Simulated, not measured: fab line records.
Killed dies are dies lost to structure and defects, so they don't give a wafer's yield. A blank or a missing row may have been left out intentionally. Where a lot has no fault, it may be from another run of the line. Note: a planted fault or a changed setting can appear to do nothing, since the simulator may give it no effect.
Chamber matching ; flow n5Finfet ; aldSin-03 running N5_MOL_CONTACT_COAG_ALD_133: 4 sister chambers
The step deposits SiO2, target thk 5 nm, pulse time 1 s, co reactant pulse time 1 s. 24 wafers are shown with their chamber, then 12 later ones without.

## WAFERS WITH THEIR CHAMBER
wafer;chamber;heaterPowerW (W);precursorPulseHeightRel;susceptorTempC (C)
L076.1;3;74;0.990;100.25
L076.2;1;83;0.979;99.99
L076.5;2;90;0.930;99.90
L078.3;2;88;0.991;100.05
L078.5;1;81;1.021;99.76
L078.6;0;68;1.030;100.03
L080.2;3;73;1.023;99.87
L080.4;2;87;1.010;99.91
L080.5;3;73;1.011;99.90
L085.1;3;75;0.990;100.07
L085.2;1;83;1.032;100.01
L085.5;2;86;0.988;100.25
L086.1;2;88;1.003;99.81
L086.3;1;81;1.013;99.76
L086.4;3;73;1.046;99.93
L087.2;3;74;1.000;100.09
L087.3;0;67;1.003;100.05
L087.4;1;84;1.016;99.84
L088.2;2;90;0.985;100.08
L088.5;0;67;0.995;99.90
L088.6;1;84;0.982;99.88
L089.2;0;67;0.995;99.83
L089.3;2;89;0.991;99.93
L089.6;1;83;1.006;100.02

SIGNATURES, as means of the wafers listed above
reading;chamber 0;chamber 1;chamber 2;chamber 3;scatter within a chamber
heaterPowerW;67.25;82.71;88.29;73.67;1.16
precursorPulseHeightRel;1.00575;1.00700;0.98543;1.01000;0.0219
susceptorTempC;99.9525;99.8943;99.9900;100.0183;0.132
Rule: distance of a wafer from a chamber = root of the sum over the readings of ((wafer's reading minus chamber's mean) / reading's scatter) squared. The wafer belongs to the nearest chamber; if the next one is less than 2 further off, it can't be placed. The scatter: take each reading less its chamber's mean, square it, sum over the shown wafers, divide by the number of wafers less the number of chambers, and take the root.

## WAFERS MISSING THEIR CHAMBER
wafer;heaterPowerW (W);precursorPulseHeightRel;susceptorTempC (C)
L090.1;73;1.003;99.83
L090.2;69;0.999;99.65
L090.3;88;0.999;99.94
L093.1;69;0.986;99.78
L093.3;82;0.996;100.02
L093.5;67;0.998;100.07
L094.1;73;0.965;100.02
L094.2;83;1.010;100.04
L094.5;82;1.032;100.10
L097.2;73;0.959;99.92
L097.3;89;1.047;100.06
L097.6;74;0.998;99.96

## WHICH CHAMBER EACH WENT THROUGH
wafer;from the rows above;in truth
L090.1;3;3
L090.2;0;0
L090.3;2;2
L093.1;0;0
L093.3;1;1
L093.5;0;0
L094.1;3;3
L094.2;1;1
L094.5;1;1
L097.2;3;3
L097.3;2;2
L097.6;3;3
Correct placement for 12 of the 12. From these rows, 0 cannot be placed. 0 placed wrongly.
